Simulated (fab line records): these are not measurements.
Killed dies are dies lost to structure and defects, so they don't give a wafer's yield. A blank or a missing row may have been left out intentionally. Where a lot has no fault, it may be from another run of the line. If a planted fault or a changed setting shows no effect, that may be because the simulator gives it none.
Code-filled problem report in 8D (eight disciplines) form ; flow nand harc ; the parts of the form that need people (team, actions taken, sign-off) are left out

1. THE ISSUE
killed at array at NHARC_END_SORT_01 reads a mean of 104 on 9 wafers of 3 lots; wafers without a fault read 26 with a standard deviation of 8.4. Relative to the usual mean, that is a shift of +9.3 standard deviations.
First observed at day 22 09:05: wafer L137.1, on prober-02. Wafers with a number at this step in the record: 15, from 5 lots. Rule for "out", or "out of limits": more than 4 standard deviations from the usual mean. The other wafers with a number count as sound.

2. WHAT THIS IS AND IS NOT
question;is;is not
which readings at this step;killed at array, killed dies;killed at periphery, killed open, killed short
which lots;L137, L139, L142;L130, L133
which wafers of those lots;all that have a number;-
read on which gauges;prober-01, prober-02;-
when;from day 22 09:05;up to then (6 sound wafers)

3. SUSPECTS, AND WHAT RULES EACH OUT
Counting: a tool at any process step up to the reading remains a suspect when it ran all the lots that are out and ran no sound lot after the first of those.
- the gauge at NHARC_END_SORT_01: ruled out. Those wafers that are out were read across 2 gauges (prober-01, prober-02).
- rie diel-11 at NHARC_A_STAIRCASE_TRIM_233 (chemistry O2, time 211.2 s): kept. All lots that are out passed through it, beginning with L137 at day 14 18:06, and no sound lot followed; its final sound lot before that point was L133 at day 13 07:53.
The count leaves rie diel-11 at NHARC_A_STAIRCASE_TRIM_233.

4. THE CAUSE (what the simulator had put in)
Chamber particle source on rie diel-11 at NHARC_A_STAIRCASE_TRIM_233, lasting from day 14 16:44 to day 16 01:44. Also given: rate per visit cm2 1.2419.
The count eliminated every tool but this one.

5. THE CHAIN OF EFFECTS, in route order
Each row: a reading where the mean over the struck wafers with a number is more than 3 standard deviations away from the usual. Only readings for which the record gives a usual standard deviation are gone through. hours: the time from each lot's start at the first step in this table that gives one to its start at this step, as a median over the lots. sigmas: the change in usual standard deviations.
hours;step;reading;usual;on struck wafers;change;sigmas
0;NHARC_END_SORT_01;killed at array;26;104;+78;+9.3
0;NHARC_END_SORT_01;killed dies;30;108;+78;+9.1

6. HOW IT WOULD HAVE BEEN CAUGHT EARLIER
In this record the first reading out of limits at a measuring or inspecting step was taken at day 22 09:05, 184 hours after the fault began at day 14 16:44.
An alarm limit of 4 standard deviations would not have fired on the tool readings at NHARC_A_STAIRCASE_TRIM_233 for which the record gives a usual standard deviation, since none of them was out on any struck wafer.
By day 22 09:05, every lot that is out (3) had started NHARC_A_STAIRCASE_TRIM_233 on rie diel-11. None of them would have been spared by holding the tool at that moment.
